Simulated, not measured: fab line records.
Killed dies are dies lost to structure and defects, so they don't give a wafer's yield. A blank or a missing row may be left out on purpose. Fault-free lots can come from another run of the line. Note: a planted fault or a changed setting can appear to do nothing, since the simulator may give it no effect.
Chamber matching || flow nandHarc || NHARC_A_STAIRCASE_TRIM_20 on rieDiel-02: 4 sister chambers
The step chemistry O2, time 211.2 s. 22 wafers are shown with their chamber, then 11 later ones without.

== WAFERS WITH THEIR CHAMBER ==
{"wafer": "L074.1", "chamber": 0, "drypumpMotorCurrentA (A)": 5.2, "showerheadPlenumPTorr (Torr)": 3.57, "oesProductAu (a.u.)": 0.988}
{"wafer": "L074.2", "chamber": 1, "drypumpMotorCurrentA (A)": 6.2, "showerheadPlenumPTorr (Torr)": 3.78, "oesProductAu (a.u.)": 0.979}
{"wafer": "L074.4", "chamber": 1, "drypumpMotorCurrentA (A)": 6.2, "showerheadPlenumPTorr (Torr)": 3.78, "oesProductAu (a.u.)": 0.989}
{"wafer": "L078.1", "chamber": 0, "drypumpMotorCurrentA (A)": 5.3, "showerheadPlenumPTorr (Torr)": 3.56, "oesProductAu (a.u.)": 1.006}
{"wafer": "L078.2", "chamber": 2, "drypumpMotorCurrentA (A)": 4.9, "showerheadPlenumPTorr (Torr)": 3.52, "oesProductAu (a.u.)": 0.994}
{"wafer": "L078.4", "chamber": 1, "drypumpMotorCurrentA (A)": 6.2, "showerheadPlenumPTorr (Torr)": 3.78, "oesProductAu (a.u.)": 0.993}
{"wafer": "L080.3", "chamber": 0, "drypumpMotorCurrentA (A)": 5.2, "showerheadPlenumPTorr (Torr)": 3.56, "oesProductAu (a.u.)": 1.011}
{"wafer": "L080.4", "chamber": 1, "drypumpMotorCurrentA (A)": 6.2, "showerheadPlenumPTorr (Torr)": 3.77, "oesProductAu (a.u.)": 0.995}
{"wafer": "L080.5", "chamber": 3, "drypumpMotorCurrentA (A)": 5.2, "showerheadPlenumPTorr (Torr)": 3.44, "oesProductAu (a.u.)": 1.003}
{"wafer": "L081.1", "chamber": 1, "drypumpMotorCurrentA (A)": 6.2, "showerheadPlenumPTorr (Torr)": 3.77, "oesProductAu (a.u.)": 0.987}
{"wafer": "L081.3", "chamber": 2, "drypumpMotorCurrentA (A)": 4.9, "showerheadPlenumPTorr (Torr)": 3.51, "oesProductAu (a.u.)": 0.984}
{"wafer": "L081.5", "chamber": 1, "drypumpMotorCurrentA (A)": 6.2, "showerheadPlenumPTorr (Torr)": 3.77, "oesProductAu (a.u.)": 0.984}
{"wafer": "L082.1", "chamber": 2, "drypumpMotorCurrentA (A)": 5.0, "showerheadPlenumPTorr (Torr)": 3.51, "oesProductAu (a.u.)": 0.989}
{"wafer": "L082.4", "chamber": 0, "drypumpMotorCurrentA (A)": 5.2, "showerheadPlenumPTorr (Torr)": 3.56, "oesProductAu (a.u.)": 0.996}
{"wafer": "L082.5", "chamber": 2, "drypumpMotorCurrentA (A)": 5.0, "showerheadPlenumPTorr (Torr)": 3.51, "oesProductAu (a.u.)": 0.992}
{"wafer": "L088.4", "chamber": 3, "drypumpMotorCurrentA (A)": 5.2, "showerheadPlenumPTorr (Torr)": 3.43, "oesProductAu (a.u.)": 1.005}
{"wafer": "L088.5", "chamber": 1, "drypumpMotorCurrentA (A)": 6.2, "showerheadPlenumPTorr (Torr)": 3.76, "oesProductAu (a.u.)": 0.987}
{"wafer": "L088.6", "chamber": 2, "drypumpMotorCurrentA (A)": 5.0, "showerheadPlenumPTorr (Torr)": 3.50, "oesProductAu (a.u.)": 0.993}
{"wafer": "L090.1", "chamber": 2, "drypumpMotorCurrentA (A)": 4.9, "showerheadPlenumPTorr (Torr)": 3.49, "oesProductAu (a.u.)": 0.997}
{"wafer": "L090.2", "chamber": 0, "drypumpMotorCurrentA (A)": 5.2, "showerheadPlenumPTorr (Torr)": 3.54, "oesProductAu (a.u.)": 0.995}
{"wafer": "L090.6", "chamber": 1, "drypumpMotorCurrentA (A)": 6.2, "showerheadPlenumPTorr (Torr)": 3.75, "oesProductAu (a.u.)": 0.974}
{"wafer": "L092.1", "chamber": 1, "drypumpMotorCurrentA (A)": 6.2, "showerheadPlenumPTorr (Torr)": 3.75, "oesProductAu (a.u.)": 0.982}

SIGNATURES, as means of the wafers listed above
{"reading": "drypumpMotorCurrentA", "chamber 0": 5.220, "chamber 1": 6.200, "chamber 2": 4.950, "chamber 3": 5.200, "scatter within a chamber": 0.0357}
{"reading": "showerheadPlenumPTorr", "chamber 0": 3.5580, "chamber 1": 3.7678, "chamber 2": 3.5067, "chamber 3": 3.4350, "scatter within a chamber": 0.0111}
{"reading": "oesProductAu", "chamber 0": 0.99920, "chamber 1": 0.98556, "chamber 2": 0.99150, "chamber 3": 1.00400, "scatter within a chamber": 0.00664}
Rule: for a wafer and a chamber, the distance is found by dividing, reading by reading, the gap between the wafer's reading and the chamber's mean by the reading's scatter, squaring, summing and taking the root. The wafer belongs to the nearest chamber; if the next one is less than 2 further off, it can't be placed. The scatter: the root of (the sum of the squares of (reading less its chamber's mean) over the shown wafers, divided by (wafers less chambers)).

== WAFERS WHOSE CHAMBER IS MISSING ==
{"wafer": "L092.4", "drypumpMotorCurrentA (A)": 5.2, "showerheadPlenumPTorr (Torr)": 3.42, "oesProductAu (a.u.)": 1.005}
{"wafer": "L092.5", "drypumpMotorCurrentA (A)": 5.3, "showerheadPlenumPTorr (Torr)": 3.54, "oesProductAu (a.u.)": 0.993}
{"wafer": "L093.2", "drypumpMotorCurrentA (A)": 6.2, "showerheadPlenumPTorr (Torr)": 3.75, "oesProductAu (a.u.)": 0.992}
{"wafer": "L093.3", "drypumpMotorCurrentA (A)": 5.3, "showerheadPlenumPTorr (Torr)": 3.42, "oesProductAu (a.u.)": 1.001}
{"wafer": "L093.4", "drypumpMotorCurrentA (A)": 4.9, "showerheadPlenumPTorr (Torr)": 3.49, "oesProductAu (a.u.)": 0.992}
{"wafer": "L096.2", "drypumpMotorCurrentA (A)": 6.2, "showerheadPlenumPTorr (Torr)": 3.75, "oesProductAu (a.u.)": 0.991}
{"wafer": "L096.4", "drypumpMotorCurrentA (A)": 5.2, "showerheadPlenumPTorr (Torr)": 3.41, "oesProductAu (a.u.)": 1.003}
{"wafer": "L096.5", "drypumpMotorCurrentA (A)": 5.2, "showerheadPlenumPTorr (Torr)": 3.41, "oesProductAu (a.u.)": 1.000}
{"wafer": "L097.1", "drypumpMotorCurrentA (A)": 5.2, "showerheadPlenumPTorr (Torr)": 3.53, "oesProductAu (a.u.)": 1.001}
{"wafer": "L097.3", "drypumpMotorCurrentA (A)": 5.0, "showerheadPlenumPTorr (Torr)": 3.49, "oesProductAu (a.u.)": 1.005}
{"wafer": "L097.4", "drypumpMotorCurrentA (A)": 6.2, "showerheadPlenumPTorr (Torr)": 3.75, "oesProductAu (a.u.)": 0.995}

== EACH ONE'S CHAMBER ==
{"wafer": "L092.4", "from the rows above": 3, "in truth": 3}
{"wafer": "L092.5", "from the rows above": 0, "in truth": 0}
{"wafer": "L093.2", "from the rows above": 1, "in truth": 1}
{"wafer": "L093.3", "from the rows above": 3, "in truth": 3}
{"wafer": "L093.4", "from the rows above": 2, "in truth": 2}
{"wafer": "L096.2", "from the rows above": 1, "in truth": 1}
{"wafer": "L096.4", "from the rows above": 3, "in truth": 3}
{"wafer": "L096.5", "from the rows above": 3, "in truth": 3}
{"wafer": "L097.1", "from the rows above": 0, "in truth": 0}
{"wafer": "L097.3", "from the rows above": 2, "in truth": 2}
{"wafer": "L097.4", "from the rows above": 1, "in truth": 1}
11 of 11 placed correctly. Not placeable from these rows: 0. Wrongly placed: 0.
